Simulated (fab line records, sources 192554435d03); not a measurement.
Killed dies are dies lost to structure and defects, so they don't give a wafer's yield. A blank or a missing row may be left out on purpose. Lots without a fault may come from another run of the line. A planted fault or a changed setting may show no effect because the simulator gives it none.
Chamber matching | flow n5_finfet | N5_BEOL_M5_PECVD_70 on pecvd-02: 3 sister chambers
The step deposits SiO2 from TEOS/O2, target thk 16 nm, time 18 s. 3 wafers are shown with their chamber, then 8 later ones without.

WAFERS WITH THEIR CHAMBER
wafer  | chamber | showerhead_plenum_p_Torr (Torr)
L091.5 | 1       | 8.82
L089.5 | 0       | 8.84
L093.2 | 2       | 8.69

WAFERS WITHOUT THEIR CHAMBER
wafer  | showerhead_plenum_p_Torr (Torr)
L093.3 | 8.81
L093.4 | 8.85
L094.3 | 8.84
L094.4 | 8.83
L094.6 | 8.84
L097.1 | 8.87
L097.4 | 8.65
L097.6 | 8.81

WHICH CHAMBER EACH WENT THROUGH
wafer  | from the rows above     | in truth
L093.3 | can't be placed: 1 or 0 | 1
L093.4 | can't be placed: 0 or 1 | 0
L094.3 | can't be placed: 0 or 1 | 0
L094.4 | can't be placed: 0 or 1 | 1
L094.6 | can't be placed: 0 or 1 | 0
L097.1 | can't be placed: 0 or 1 | 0
L097.4 | 2                       | 2
L097.6 | can't be placed: 1 or 0 | 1
Placed correctly: 1 of 8. Can't be placed from these rows: 7 (the true chamber is among the candidates in 7). Placed wrongly: 0.
How it was worked out, from the rows above alone: a wafer's distance from a chamber is the root of the sum, over the readings, of the square of ((its reading less the chamber's mean) divided by the reading's scatter). The wafer belongs to the nearest chamber; if the next one is less than 2 further off, it can't be placed. A chamber's mean is the mean of its shown wafers. The scatter: with one shown wafer a chamber, the root of the mean of the squares of how far each hidden wafer lies from its nearest shown one.
